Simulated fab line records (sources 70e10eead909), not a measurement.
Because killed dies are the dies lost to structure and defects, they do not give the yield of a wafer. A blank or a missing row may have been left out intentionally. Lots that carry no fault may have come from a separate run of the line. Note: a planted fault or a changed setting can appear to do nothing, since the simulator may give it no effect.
Which tool was responsible? | flow nandHarc | 18 wafers from 6 lots sampled at 5 of the route's 1159 steps

WHAT THE GAUGES SHOWED, per wafer
NHARC_END_SORT_01.
lot  | measured     | on        | killedAtArray
L995 | day 25 11:08 | prober-02 | 18 12 16

TOOL THAT RAN EACH LOT (tool first, then ch and the chambers of the sampled wafers, then the start)
lot  | NHARC_A_WL_FILL_ETCHBACK_05      | NHARC_A_WL_FILL_STRIP_29          | NHARC_A_WL_FILL_ETCHBACK_17      | NHARC_A_WL_FILL_CVD_20
L990 | rieMetal-01 ch 0,1, day 16 15:02 | rieDiel-03 ch 0,1,3, day 17 01:25 | rieMetal-01 ch 0,1, day 17 01:30 | cvdW-01 ch 0,1, no start
L993 | rieMetal-02 ch 0,1, day 16 20:39 | rieDiel-07 ch 1,2,3, day 17 07:02 | rieMetal-03 ch 0,1, day 17 07:11 | cvdW-01 ch 0,1, no start
L999 | rieMetal-03 ch 0,1, day 19 15:23 | rieDiel-03 ch 0,1,2, day 20 05:15 | rieMetal-02 ch 0,1, day 20 05:22 | cvdW-01 ch 0,1, no start
L995 | rieMetal-03 ch 0,1, day 19 20:04 | rieDiel-12 ch 1,2,3, day 20 07:56 | rieMetal-01 ch 0,1, day 20 08:02 | cvdW-02 ch 0,1, day 25 11:08 or earlier
L104 | rieMetal-01 ch 0,1, day 20 05:25 | rieDiel-12 ch 0,3, day 20 15:07   | rieMetal-01 ch 0,1, day 20 15:12 | cvdW-01 ch 0,1, no start
L107 | rieMetal-02 ch 0,1, day 22 01:00 | rieDiel-03 ch 0,1,2, day 22 11:08 | rieMetal-02 ch 0,1, day 22 11:14 | cvdW-02 ch 0,1, no start
- NHARC_A_WL_FILL_ETCHBACK_05: etches the open film in Cl2/BCl3, target depth 22 nm, time 60 s.
- NHARC_A_WL_FILL_STRIP_29: strips in O2, time 20 s.
- NHARC_A_WL_FILL_ETCHBACK_17: etches the open film in Cl2/BCl3, target depth 4 nm, time 26.7 s.
- NHARC_A_WL_FILL_CVD_20: deposits W, target thk 75 nm, time 5064 s.

THE ANSWER, worked out from the rows above alone
Rule: the lots themselves supply what counts as usual. The widest of any qualifying gaps counts: lots, ordered by their means at a reading, are off when they make up no more than a third of the lots, leave a main group of 4 or more, and stand apart from it by 3 or more times the standard deviation of that group's means. The tables above print the reading to a certain number of digits; a main group whose means all agree to those digits is not used. A lot without any number at a reading at which 4 lots or more have one is off too. Where the step has rows for the other lots, those lots are counted as sound.
None of the lots is off at any reading shown; this tells nothing.

WHAT HAD BEEN PUT IN BY THE SIMULATOR
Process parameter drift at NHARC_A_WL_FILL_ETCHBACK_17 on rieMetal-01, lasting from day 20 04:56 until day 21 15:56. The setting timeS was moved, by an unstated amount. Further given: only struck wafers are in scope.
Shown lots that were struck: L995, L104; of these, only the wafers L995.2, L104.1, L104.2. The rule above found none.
